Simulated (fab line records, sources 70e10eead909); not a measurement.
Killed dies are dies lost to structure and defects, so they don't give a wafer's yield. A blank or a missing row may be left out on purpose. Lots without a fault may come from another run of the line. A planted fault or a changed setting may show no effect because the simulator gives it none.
Chamber matching | flow nand_harc | NHARC_A_STAIRCASE_TRIM_12 on rie_diel-08: 4 sister chambers
The step chemistry O2, time 211.2 s. 16 wafers are shown with their chamber, then 8 later ones without.

WAFERS WITH THEIR CHAMBER
wafer  | chamber | showerhead_plenum_p_Torr (Torr) | drypump_motor_current_A (A) | throttle_valve_pct (%)
L081.1 | 3       | 3.58                            | 6.4                         | 17.031
L081.2 | 1       | 3.33                            | 6.6                         | 17.037
L081.5 | 2       | 3.80                            | 5.6                         | 17.037
L082.1 | 1       | 3.33                            | 6.6                         | 17.040
L082.4 | 2       | 3.80                            | 5.6                         | 17.041
L082.5 | 1       | 3.33                            | 6.5                         | 17.032
L084.1 | 0       | 3.57                            | 5.3                         | 17.046
L084.3 | 2       | 3.79                            | 5.6                         | 17.044
L084.5 | 3       | 3.58                            | 6.5                         | 17.048
L086.1 | 1       | 3.32                            | 6.5                         | 17.043
L086.3 | 3       | 3.58                            | 6.5                         | 17.035
L086.6 | 0       | 3.57                            | 5.3                         | 17.045
L090.3 | 0       | 3.57                            | 5.3                         | 17.045
L090.5 | 3       | 3.57                            | 6.4                         | 17.036
L090.6 | 2       | 3.79                            | 5.6                         | 17.024
L091.1 | 3       | 3.57                            | 6.5                         | 17.046

SIGNATURES (means of the wafers above)
reading                  | chamber 0 | chamber 1 | chamber 2 | chamber 3 | scatter within a chamber
showerhead_plenum_p_Torr | 3.5700    | 3.3275    | 3.7950    | 3.5760    | 0.00496
drypump_motor_current_A  | 5.300     | 6.550     | 5.600     | 6.460     | 0.0428
throttle_valve_pct       | 17.04533  | 17.03800  | 17.03650  | 17.03920  | 0.00657
Rule: a wafer's distance from a chamber is the root of the sum, over the readings, of the square of ((its reading less the chamber's mean) divided by the reading's scatter). The wafer belongs to the nearest chamber; if the next one is less than 2 further off, it can't be placed. The scatter: the root of (the sum of the squares of (reading less its chamber's mean) over the shown wafers, divided by (wafers less chambers)).

WAFERS WITHOUT THEIR CHAMBER
wafer  | showerhead_plenum_p_Torr (Torr) | drypump_motor_current_A (A) | throttle_valve_pct (%)
L091.3 | 3.78                            | 5.6                         | 17.036
L091.4 | 3.31                            | 6.6                         | 17.030
L092.2 | 3.56                            | 5.3                         | 17.038
L092.3 | 3.57                            | 6.5                         | 17.042
L092.6 | 3.31                            | 6.6                         | 17.050
L096.3 | 3.56                            | 6.5                         | 17.030
L096.4 | 3.77                            | 5.6                         | 17.025
L096.6 | 3.77                            | 5.6                         | 17.036

WHICH CHAMBER EACH WENT THROUGH
wafer  | from the rows above | in truth
L091.3 | 2                   | 2
L091.4 | 1                   | 1
L092.2 | 0                   | 0
L092.3 | 3                   | 3
L092.6 | 1                   | 1
L096.3 | 3                   | 3
L096.4 | 2                   | 2
L096.6 | 2                   | 2
Placed correctly: 8 of 8. Can't be placed from these rows: 0. Placed wrongly: 0.
